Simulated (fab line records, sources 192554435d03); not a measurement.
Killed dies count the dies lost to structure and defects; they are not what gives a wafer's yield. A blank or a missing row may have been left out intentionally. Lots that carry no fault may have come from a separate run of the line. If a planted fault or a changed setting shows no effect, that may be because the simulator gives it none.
Matching of chambers + flow n5-finfet + N5_BEOL_M5_ETCH_62 on rie-diel-01: 4 sister chambers
The step etches SOC in N2/H2, target depth 75 nm, overetch 15 nm, time 112.5 s. 4 wafers are shown with their chamber, then 11 later ones without.

== WAFERS, EACH WITH ITS CHAMBER ==
| wafer  | chamber | showerhead-plenum-p-Torr (Torr) |
|--------|---------|---------------------------------|
| L086.1 | 0       | 2.64                            |
| L086.2 | 1       | 2.51                            |
| L087.2 | 2       | 2.40                            |
| L090.2 | 3       | 2.47                            |

== WAFERS WHOSE CHAMBER IS MISSING ==
| wafer  | showerhead-plenum-p-Torr (Torr) |
|--------|---------------------------------|
| L090.3 | 2.64                            |
| L090.4 | 2.51                            |
| L093.1 | 2.46                            |
| L093.2 | 2.63                            |
| L093.3 | 2.47                            |
| L094.4 | 2.46                            |
| L094.5 | 2.63                            |
| L094.6 | 2.51                            |
| L095.2 | 2.51                            |
| L095.4 | 2.63                            |
| L095.5 | 2.51                            |

== CHAMBER TAKEN BY EACH ==
| wafer  | from the rows above | in truth |
|--------|---------------------|----------|
| L090.3 | 0                   | 0        |
| L090.4 | 1                   | 1        |
| L093.1 | 3                   | 3        |
| L093.2 | 0                   | 0        |
| L093.3 | 3                   | 3        |
| L094.4 | 3                   | 3        |
| L094.5 | 0                   | 0        |
| L094.6 | 1                   | 1        |
| L095.2 | 1                   | 1        |
| L095.4 | 0                   | 0        |
| L095.5 | 1                   | 1        |
Correct placement for 11 of the 11. Can't be placed from these rows: 0. Wrongly placed: 0.
How it was worked out, from the rows above alone: a wafer's distance from a chamber is the root of the sum, over the readings, of the square of ((its reading less the chamber's mean) divided by the reading's scatter). The wafer belongs to the nearest chamber; if the next one is less than 2 further off, it can't be placed. A chamber's mean is the mean of its shown wafers. The scatter: with one shown wafer a chamber, the root of the mean of the squares of how far each hidden wafer lies from its nearest shown one.
